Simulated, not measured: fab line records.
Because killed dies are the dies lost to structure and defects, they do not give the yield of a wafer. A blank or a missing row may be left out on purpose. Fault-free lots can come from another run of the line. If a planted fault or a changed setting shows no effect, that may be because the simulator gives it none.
Split-lot experiment / flow n5 finfet / 7 lots, 21 wafers read, on a route of 1938 steps

THE SPLIT
At N5_BEOL_M2_EXPOSE_08 (exposes mask M2), the setting dose mj was moved away from the recipe's 41.25 on 6 of the 21 wafers read, by -5.9% to +2.1%. For the rest of the wafers, this setting stayed at what the recipe calls for.

FROM THE SPLIT TO THE READING: what the file shows between them, 3 steps
- N5_BEOL_M2_PEB_09: peb time 60 s
- N5_BEOL_M2_DEVELOP_10: develop time 30 s
- N5_BEOL_M2_DESCUM_16: chemistry O2, time 7 s

THE READING
BEOL_M2.cd offset nm (the simulator's own value, which no gauge read), in nm, at N5_BEOL_M2_ETCH_74 (etches underlayer in N2/H2, target depth 6.5 nm, time 5.2 s). No usual value for it is given in the file. Average 0.1 nm, standard deviation 0.24 nm, over the 15 wafers here run with the recipe.

wafer=L074.1; tool, chamber at the split=euv scanner-02, 0; dose mj as run=41.25; against the recipe=recipe; BEOL_M2.cd offset nm, nm=0; against lot-mates on the recipe=-
wafer=L074.4; tool, chamber at the split=euv scanner-02, 0; dose mj as run=41.25; against the recipe=recipe; BEOL_M2.cd offset nm, nm=0; against lot-mates on the recipe=-
wafer=L074.5; tool, chamber at the split=euv scanner-02, 0; dose mj as run=41.25; against the recipe=recipe; BEOL_M2.cd offset nm, nm=0.2; against lot-mates on the recipe=-
wafer=L075.3; tool, chamber at the split=euv scanner-01, 0; dose mj as run=42.13; against the recipe=+2.1%; BEOL_M2.cd offset nm, nm=0.6; against lot-mates on the recipe=+0.4
wafer=L075.4; tool, chamber at the split=euv scanner-01, 0; dose mj as run=42.13; against the recipe=+2.1%; BEOL_M2.cd offset nm, nm=1; against lot-mates on the recipe=+0.8
wafer=L075.5; tool, chamber at the split=euv scanner-01, 0; dose mj as run=41.25; against the recipe=recipe; BEOL_M2.cd offset nm, nm=0.2; against lot-mates on the recipe=-
wafer=L076.3; tool, chamber at the split=euv scanner-01, 0; dose mj as run=38.8; against the recipe=-5.9%; BEOL_M2.cd offset nm, nm=-1.2; against lot-mates on the recipe=no lot-mate on the recipe
wafer=L076.4; tool, chamber at the split=euv scanner-01, 0; dose mj as run=38.8; against the recipe=-5.9%; BEOL_M2.cd offset nm, nm=-1.2; against lot-mates on the recipe=no lot-mate on the recipe
wafer=L076.6; tool, chamber at the split=euv scanner-01, 0; dose mj as run=38.8; against the recipe=-5.9%; BEOL_M2.cd offset nm, nm=-1.4; against lot-mates on the recipe=no lot-mate on the recipe
wafer=L078.2; tool, chamber at the split=euv scanner-02, 0; dose mj as run=41.25; against the recipe=recipe; BEOL_M2.cd offset nm, nm=0.2; against lot-mates on the recipe=-
wafer=L078.5; tool, chamber at the split=euv scanner-02, 0; dose mj as run=41.25; against the recipe=recipe; BEOL_M2.cd offset nm, nm=0.4; against lot-mates on the recipe=-
wafer=L078.6; tool, chamber at the split=euv scanner-02, 0; dose mj as run=41.25; against the recipe=recipe; BEOL_M2.cd offset nm, nm=0; against lot-mates on the recipe=-
wafer=L089.1; tool, chamber at the split=euv scanner-02, 0; dose mj as run=41.25; against the recipe=recipe; BEOL_M2.cd offset nm, nm=-0.4; against lot-mates on the recipe=-
wafer=L089.4; tool, chamber at the split=euv scanner-02, 0; dose mj as run=41.25; against the recipe=recipe; BEOL_M2.cd offset nm, nm=-0.4; against lot-mates on the recipe=-
wafer=L089.3; tool, chamber at the split=euv scanner-02, 0; dose mj as run=41.25; against the recipe=recipe; BEOL_M2.cd offset nm, nm=0.2; against lot-mates on the recipe=-
wafer=L091.2; tool, chamber at the split=euv scanner-02, 0; dose mj as run=41.25; against the recipe=recipe; BEOL_M2.cd offset nm, nm=0; against lot-mates on the recipe=-
wafer=L091.4; tool, chamber at the split=euv scanner-02, 0; dose mj as run=41.25; against the recipe=recipe; BEOL_M2.cd offset nm, nm=0; against lot-mates on the recipe=-
wafer=L091.3; tool, chamber at the split=euv scanner-02, 0; dose mj as run=41.25; against the recipe=recipe; BEOL_M2.cd offset nm, nm=-0.2; against lot-mates on the recipe=-
wafer=L092.1; tool, chamber at the split=euv scanner-01, 0; dose mj as run=39.17; against the recipe=-5.0%; BEOL_M2.cd offset nm, nm=-1; against lot-mates on the recipe=-1.3
wafer=L092.2; tool, chamber at the split=euv scanner-01, 0; dose mj as run=41.25; against the recipe=recipe; BEOL_M2.cd offset nm, nm=0.2; against lot-mates on the recipe=-
wafer=L092.4; tool, chamber at the split=euv scanner-01, 0; dose mj as run=41.25; against the recipe=recipe; BEOL_M2.cd offset nm, nm=0.4; against lot-mates on the recipe=-

THE FIT
A straight line over all 21 wafers: BEOL_M2.cd offset nm changes by +0.233 nm for each +1% of dose mj; r = +0.93; the points scatter about the line by 0.24 nm.
The same after taking each lot's own level away (the mean of its wafers on the recipe; 18 wafers): +0.264 nm for each +1%; r = +0.91; scatter 0.17 nm.
That fit puts the effect of the largest move of dose mj on the reading at 1.6 nm.
From -0.20 to 0.30 nm: that is the span of the lots' own levels, equal to 2.1 times the standard deviation above.
So the slope is not independent of the lot-to-lot level: the two fits are not the same.
Check: with one of the wafers moved furthest among these (-5.0%) left out of the fit, the line predicts -1.42 nm for it against its lot-mates. Against them it came out at -1.3 nm.

ADDITIONAL SPLITS CARRIED BY THESE WAFERS
These wafers also went through other splits before the reading. Each is held against what the fit with the lots' levels taken away leaves over:
other split on the same wafers=N5_MOL_CONTACT_COAG_EXPOSE_05 dose mj; wafers away from the commonest value=5; r with BEOL_M2.cd offset nm (lot level and that fit taken away)=-0.02
other split on the same wafers=N5_MOL_CONTACT_COAG_CVD_140 target thk a; wafers away from the commonest value=8; r with BEOL_M2.cd offset nm (lot level and that fit taken away)=+0.22
other split on the same wafers=N5_BEOL_M0_SAQP_EXPOSE_37 dose mj; wafers away from the commonest value=6; r with BEOL_M2.cd offset nm (lot level and that fit taken away)=-0.25
other split on the same wafers=N5_BEOL_M1_TRENCH_ETCH_37 source w; wafers away from the commonest value=7; r with BEOL_M2.cd offset nm (lot level and that fit taken away)=-0.19
other split on the same wafers=N5_BEOL_M2_PECVD_72 time s; wafers away from the commonest value=8; r with BEOL_M2.cd offset nm (lot level and that fit taken away)=-0.05

THE FILE'S OWN FIT
BEOL_M2.cd offset nm changes by +0.261 nm for each +1% of dose mj, r = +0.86.
